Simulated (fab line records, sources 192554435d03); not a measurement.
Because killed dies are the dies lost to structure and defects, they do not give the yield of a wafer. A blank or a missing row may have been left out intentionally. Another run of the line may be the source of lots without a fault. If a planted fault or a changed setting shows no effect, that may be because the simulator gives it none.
Problem report, 8D (eight disciplines) form, completed by code	flow n5Finfet	the parts of the form that need people (team, actions taken, sign-off) are left out

== 1. THE PROBLEM ==
Wafers without a fault read 35.60 nm, standard deviation 0.29; cdNm at N5_FIN_SAQP_CD_MEAS_16 reads a mean of 37.52 nm on 6 wafers belonging to 2 lots. Measured from the usual mean, that is +6.6 standard deviations.
The step: target cd 35.6 nm.
First seen on wafer L462.4, day 2 22:07, on cdSem-01. The record holds 27 wafers of 9 lots with a number at this step. By rule, "out" or "out of limits" means more than 4 standard deviations away from the usual mean. Any other wafer with a number is counted as sound.

== 2. WHAT IT IS; WHAT IT IS NOT ==
question	is	is not
which readings at this step	cdNm	-
which lots	L462, L464	L459, L471, L474, L475, L476, L477, L478
which wafers of those lots	all that have a number	-
read on which gauges	cdSem-01, cdSem-02	cdSem-03
when	from day 2 22:07	up to then (3 sound wafers); but 18 sound wafers of L471, L474, L475, L476, L477, L478 came after

== 3. THE SUSPECTS, EACH WITH WHAT RULES IT OUT ==
Counting: a tool at any process step up to the reading remains a suspect when it ran all the lots that are out and ran no sound lot after the first of those.
- the gauge at N5_FIN_SAQP_CD_MEAS_16 is ruled out. 2 gauges (cdSem-01, cdSem-02) read the wafers that are out.
- lithoTrack-02 at N5_FIN_SAQP_PEB_14 (peb time 60 s): ruled out as a lasting fault. Following L462 (day 2 22:03), the first lot on it that is out, the sound lots L474, L476, L477, L478 were run on it.
Left after counting: nothing in the record.

== 4. THE CAUSE (what the simulator had put in) ==
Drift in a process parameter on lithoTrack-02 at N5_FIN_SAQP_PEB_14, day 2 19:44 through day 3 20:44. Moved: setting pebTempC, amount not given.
Counting ruled it out, wrongly: the rule takes a fault to strike every lot that its tool runs from its start on, and this one did not.

== 5. THE EFFECT CHAIN, in route order ==
Rows list readings where the struck wafers' mean (over those with a number) sits beyond 3 standard deviations from the usual. Only readings for which the record gives a usual standard deviation are gone through. hours: the time from each lot's start at the first step in this table that gives one to its start at this step, as a median over the lots. sigmas: the change in usual standard deviations.
hours	step	reading	usual	on struck wafers	change	sigmas
0	N5_FIN_SAQP_CD_MEAS_16	cdNm	35.60 nm	37.52	+1.92	+6.6
Later steps that measure or inspect, where all struck wafers having a row at the step show a number for every such reading and not one has moved that far: N5_BEOL_M4_RC_MEAS_101.

== 6. WHAT WOULD HAVE CAUGHT IT SOONER ==
The first out-of-limits reading at a measuring or inspecting step in this record came at day 2 22:07, 2 hours after the fault's start at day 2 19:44.
Of the tool readings at N5_FIN_SAQP_PEB_14 for which the record gives a usual standard deviation, none was out on any struck wafer, so an alarm limit of 4 standard deviations on them would not have fired.
